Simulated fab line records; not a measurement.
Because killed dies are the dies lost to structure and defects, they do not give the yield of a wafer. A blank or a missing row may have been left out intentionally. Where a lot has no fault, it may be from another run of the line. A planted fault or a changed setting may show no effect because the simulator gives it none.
fab line records ; flow nand-harc ; part 2 of 2: steps 26 to 39 of 39
[record] lots = 5; wafers = 15; last-day = 33
route steps=1302 shown THIN_TSV@1252
lots untouched by any fault: they come from a run of this same line in which no faults occurred
start-h: start of the lot's first displayed wafer, in hours after the record's first day ; wait-h: hours from the lot's prior step to this one ; " identical to the entry in the row above ; L1.1+2: a single row standing in for several wafers ; - no value, or no start given ; * or withheld: withheld ; < > ~ a bound
route shown NAME@n: a module of which the file shows steps, and the number in the route of the first ; usual: mean and standard deviation over wafers with no fault ; same: alike in all rows ; chamber/n: place in a boat ; sites: per-site readings ; _std_site: how widely they spread, as a standard deviation ; _edge_site: outer sites' mean less inner sites' ; radius-mm: for every site, how far away it sits from the centre of the wafer ; mask NAME#n: copy n ; behind: the most recent tool/chamber to have shaped the wafer ; hold: why the lot was held/for how many hours/how that ended ; device: which transistor (n, p or np) failed to switch ; end of line: at the end of the route, the tests of the same wafers ; step lacking rows: just its recipe ; killed: dies lost to structure and defects at the first sort, not the wafer's yield ; map: shows each die of a wafer: x if killed, . if not, _ if none is there
set.NAME: setting as actually run; set.NAME@STEP: the setting as run at that earlier step ; model.NAME: the simulator's own value behind a step, which no gauge read
a table for each step, a row for each wafer; lots at some steps of the route
services: the hour from which a tool's chamber was out of use, counted from the record's first day as start-h (under 0 if before that day), plus the number of hours and why
[[steps]]
[step NHARC_THIN_TSV_SRD_23]
lot.wafer;tool;chamber;start-h;wait-h
L074.3+1+2;wet-bench-08;1,2,3;570.53;0.1
L090.2+3+6;wet-bench-10;6,7,1;715.92;0.0
L093.6+3+5;wet-bench-10;3,4,0;741.15;0.0
L094.4+3+6;wet-bench-08;2,3,6;751.47;0.0
L097.6+4+5;wet-bench-10;4,5,7;783.86;0.0
[step NHARC_THIN_TSV_DEGAS_53]
[recipe] temp-c = 300; time-s = 60
[usual] heater-power-w = 457/39
lot.wafer;tool;chamber;start-h;wait-h;heater-power-w
L074.2;pvd-sputter-01;-;570.62;0.1;522
L074.3;pvd-sputter-01;-;570.62;0.1;455
L074.1;pvd-sputter-01;-;570.62;0.1;453
L090.2;pvd-sputter-02;-;716.03;0.1;415
L090.3;pvd-sputter-02;-;716.03;0.1;419
L090.6;pvd-sputter-02;-;716.03;0.1;458
L093.3;pvd-sputter-03;-;741.26;0.1;409
L093.6;pvd-sputter-03;-;741.26;0.1;475
L093.5;pvd-sputter-03;-;741.26;0.1;397
L094.3;pvd-sputter-02;-;751.56;0.1;467
L094.4;pvd-sputter-02;-;751.56;0.1;413
L094.6;pvd-sputter-02;-;751.56;0.1;469
L097.4;pvd-sputter-02;-;783.97;0.1;424
L097.6;pvd-sputter-02;-;783.97;0.1;409
L097.5;pvd-sputter-02;-;783.97;0.1;432
[step NHARC_THIN_TSV_PRE_CLEAN_54]
[recipe] time-s = 30; temp-c = 280; gas = H2/He
[usual] heater-power-w = 401/33
lot.wafer;tool;chamber;start-h;wait-h;heater-power-w
L074.1;pvd-sputter-01;-;570.69;0.0;454
L074.3;pvd-sputter-01;-;570.69;0.0;393
L074.2;pvd-sputter-01;-;570.69;0.0;482
L090.3;pvd-sputter-02;-;716.09;0.0;393
L090.2;pvd-sputter-02;-;716.09;0.0;371
L090.6;pvd-sputter-02;-;716.09;0.0;368
L093.3;pvd-sputter-03;-;741.34;0.1;362
L093.5;pvd-sputter-03;-;741.34;0.1;395
L093.6;pvd-sputter-03;-;741.34;0.1;425
L094.3;pvd-sputter-02;-;751.64;0.1;392
L094.4;pvd-sputter-02;-;751.64;0.1;366
L094.6;pvd-sputter-02;-;751.64;0.1;374
L097.4;pvd-sputter-02;-;784.05;0.1;368
L097.5;pvd-sputter-02;-;784.05;0.1;398
L097.6;pvd-sputter-02;-;784.05;0.1;364
[step NHARC_THIN_TSV_PVD_55]
[recipe] target-thk-a = 500; material = TiN
lot.wafer;tool;chamber;start-h;wait-h
L074.2+3+1;pvd-sputter-01;-;570.79;0.1
L090.2+3+6;pvd-sputter-02;-;716.17;0.1
L093.3+5+6;pvd-sputter-03;-;741.46;0.1
L094.4+3+6;pvd-sputter-02;-;751.71;0.1
L097.4+5+6;pvd-sputter-02;-;784.12;0.1
[step NHARC_THIN_TSV_PVD_24]
[recipe] target-thk-a = 8000; power-w = withheld; chamber-pressure-pa = withheld; substrate-temp-c = withheld; time-s = withheld; gas = Ar; material = Al
lot.wafer;tool;chamber;start-h;wait-h
L074.1+3+2;pvd-sputter-01;-;570.91;0.1
L090.3+2+6;pvd-sputter-02;-;716.34;0.1
L093.3+5+6;pvd-sputter-03;-;741.72;0.2
L094.3+4+6;pvd-sputter-02;-;751.97;0.2
L097.4+5+6;pvd-sputter-02;-;784.36;0.2
[step NHARC_THIN_TSV_DEHYDRATE_25]
[recipe] temp-c = 150; time-s = 120
[usual] plate-temp-C = 149.97/0.14
lot.wafer;tool;chamber;start-h;wait-h;plate-temp-C
L074.1;litho-track-07;0;571.33;-;149.81
L074.2;litho-track-07;0;571.33;-;149.95
L074.3;litho-track-07;0;571.33;-;149.79
L090.2;litho-track-02;0;716.81;-;150.08
L090.3;litho-track-02;0;716.81;-;149.91
L090.6;litho-track-02;0;716.81;-;149.94
L093.3;litho-track-07;0;741.96;-;149.99
L093.5;litho-track-07;0;741.96;-;150.10
L093.6;litho-track-07;0;741.96;-;150.02
L094.3;litho-track-07;0;752.30;-;149.86
L094.4;litho-track-07;0;752.30;-;149.97
L094.6;litho-track-07;0;752.30;-;149.77
L097.4;litho-track-05;0;784.67;-;150.11
L097.5;litho-track-05;0;784.67;-;150.02
L097.6;litho-track-05;0;784.67;-;150.00
[step NHARC_THIN_TSV_HMDS_26]
[recipe] time-s = 30
lot.wafer;tool;chamber;start-h;wait-h
L074.1+2+3;litho-track-07;0;-;-
L090.2+3+6;litho-track-02;0;-;-
L093.3+5+6;litho-track-07;0;-;-
L094.3+4+6;litho-track-07;0;-;-
L097.4+5+6;litho-track-05;0;-;-
[step NHARC_THIN_TSV_COAT_27]
[recipe] spin-rpm = *
lot.wafer;tool;chamber;start-h;wait-h
L074.1+2+3;litho-track-07;0;-;-
L090.2+3+6;litho-track-02;0;-;-
L093.3+5+6;litho-track-07;0;-;-
L094.3+4+6;litho-track-07;0;-;-
L097.4+5+6;litho-track-05;0;-;-
[step NHARC_THIN_TSV_SOFTBAKE_28]
[recipe] temp-c = 122; time-s = 95
[usual] plate-temp-C = 121.96/0.15
lot.wafer;tool;chamber;start-h;wait-h;plate-temp-C
L074.1;litho-track-07;0;-;-;122.19
L074.2;litho-track-07;0;-;-;122.10
L074.3;litho-track-07;0;-;-;122.26
L090.2;litho-track-02;0;-;-;121.79
L090.3;litho-track-02;0;-;-;121.80
L090.6;litho-track-02;0;-;-;121.94
L093.3;litho-track-07;0;-;-;122.03
L093.5;litho-track-07;0;-;-;122.06
L093.6;litho-track-07;0;-;-;122.10
L094.3;litho-track-07;0;-;-;122.15
L094.4;litho-track-07;0;-;-;122.01
L094.6;litho-track-07;0;-;-;122.10
L097.4;litho-track-05;0;-;-;122.28
L097.5;litho-track-05;0;-;-;122.12
L097.6;litho-track-05;0;-;-;122.22
[step NHARC_THIN_TSV_EBR_29]
lot.wafer;tool;chamber;start-h;wait-h
L074.1+2+3;litho-track-07;0;-;-
L090.2+3+6;litho-track-02;0;-;-
L093.3+5+6;litho-track-07;0;-;-
L094.3+4+6;litho-track-07;0;-;-
L097.4+5+6;litho-track-05;0;-;-
[step NHARC_THIN_TSV_EXPOSE_30]
[recipe] na = 0.55; dose-mj = 11.47; mask-id = PAD
[usual] exposure-dose-mJ-cm2 = 11.470/0.012; focus-offset-nm = 0.0/0.47
lot.wafer;tool;chamber;start-h;wait-h;mask;exposure-dose-mJ-cm2;focus-offset-nm
L074.1;krf-scanner-04;0;571.48;-;PAD#0;11.475;-0.2
L074.2;krf-scanner-04;0;571.48;-;PAD#0;11.478;-0.1
L074.3;krf-scanner-04;0;571.48;-;PAD#0;11.492;-0.1
L090.2;krf-scanner-03;0;717.09;-;PAD#0;11.498;1.0
L090.3;krf-scanner-03;0;717.09;-;PAD#0;11.480;-0.7
L090.6;krf-scanner-03;0;717.09;-;PAD#0;11.497;0.1
L093.3;krf-scanner-04;0;742.12;-;PAD#0;11.462;0.5
L093.5;krf-scanner-04;0;742.12;-;PAD#0;11.459;-0.2
L093.6;krf-scanner-04;0;742.12;-;PAD#0;11.465;-0.1
L094.3;krf-scanner-03;0;752.58;-;PAD#0;11.469;-0.2
L094.4;krf-scanner-03;0;752.58;-;PAD#0;11.464;0.0
L094.6;krf-scanner-03;0;752.58;-;PAD#0;11.464;0.3
L097.4;krf-scanner-03;0;784.95;-;PAD#0;11.474;0.2
L097.5;krf-scanner-03;0;784.95;-;PAD#0;11.473;0.2
L097.6;krf-scanner-03;0;784.95;-;PAD#0;11.463;0.7
[step NHARC_THIN_TSV_PEB_31]
[recipe] peb-temp-c = 118; peb-time-s = 85
[usual] plate-temp-C = 118.00/0.12
lot.wafer;tool;chamber;start-h;wait-h;plate-temp-C
L074.1;litho-track-05;0;571.55;0.1;118.15
L074.2;litho-track-05;0;571.55;0.1;118.12
L074.3;litho-track-05;0;571.55;0.1;117.96
L090.2;litho-track-05;0;717.15;0.1;117.80
L090.3;litho-track-05;0;717.15;0.1;117.98
L090.6;litho-track-05;0;717.15;0.1;117.89
L093.3;litho-track-07;0;742.18;0.1;117.94
L093.5;litho-track-07;0;742.18;0.1;117.95
L093.6;litho-track-07;0;742.18;0.1;117.75
L094.3;litho-track-05;0;752.64;0.1;117.97
L094.4;litho-track-05;0;752.64;0.1;117.70
L094.6;litho-track-05;0;752.64;0.1;117.90
L097.4;litho-track-02;0;785.00;0.0;118.00
L097.5;litho-track-02;0;785.00;0.0;117.92
L097.6;litho-track-02;0;785.00;0.0;118.08
[step NHARC_THIN_TSV_DEVELOP_32]
[recipe] time-s = 70
lot.wafer;tool;chamber;start-h;wait-h
L074.1+2+3;litho-track-05;0;-;-
L090.2+3+6;litho-track-05;0;-;-
L093.3+5+6;litho-track-07;0;-;-
L094.3+4+6;litho-track-05;0;-;-
L097.4+5+6;litho-track-02;0;-;-
[step NHARC_THIN_TSV_CD_MEAS_33]
[recipe] target-cd-nm = 5000; landing-energy-ev = 500
[usual] cd-nm = 4999.9/2.6
lot.wafer;tool;chamber;start-h;wait-h;cd-nm
L074.1;cd-sem-03;0;571.64;-;4996.3
L074.2;cd-sem-03;0;571.64;-;4997.7
L074.3;cd-sem-03;0;571.64;-;4995.4
L090.2;cd-sem-03;0;717.24;-;4998.7
L090.3;cd-sem-03;0;717.24;-;4997.7
L090.6;cd-sem-03;0;717.24;-;4998.1
L093.3;cd-sem-03;0;742.27;-;5000.6
L093.5;cd-sem-03;0;742.27;-;5001.2
L093.6;cd-sem-03;0;742.27;-;4998.4
L094.3;cd-sem-02;0;752.73;-;4998.6
L094.4;cd-sem-02;0;752.73;-;5001.1
L094.6;cd-sem-02;0;752.73;-;4999.4
L097.4;cd-sem-02;0;785.10;-;4998.0
L097.5;cd-sem-02;0;785.10;-;5001.7
L097.6;cd-sem-02;0;785.10;-;5000.3
[[services]]
tool;chamber;start-h;hours;kind
rie-diel-06;2;546.52;5.6;repair
rie-diel-06;3;548.80;16.2;repair
rie-diel-06;0;554.60;14.6;repair
krf-scanner-04;-;562.79;0.6;repair
pvd-sputter-02;-;564.17;1.7;repair
pvd-sputter-03;-;565.34;10.0;pm
litho-track-02;-;577.00;7.0;pm
pvd-sputter-01;-;582.01;10.0;pm
litho-track-07;-;601.00;7.0;pm
pvd-sputter-02;-;638.10;10.0;pm
pvd-sputter-02;-;648.14;2.0;repair
litho-track-05;-;649.01;7.0;pm
pvd-sputter-01;-;654.64;2.0;repair
pvd-sputter-01;-;659.33;2.8;repair
rie-diel-06;-;661.21;9.0;pm
plasma-asher-01;-;696.14;9.0;pm
pvd-sputter-02;-;708.81;0.8;repair
rie-diel-06;0;723.30;9.0;repair
pvd-sputter-01;-;737.87;2.6;repair
pvd-sputter-03;-;743.34;10.0;pm
litho-track-02;-;752.00;7.0;pm
rie-diel-06;0;759.74;16.7;repair
pvd-sputter-01;-;760.01;10.0;pm
litho-track-07;-;776.00;7.0;pm
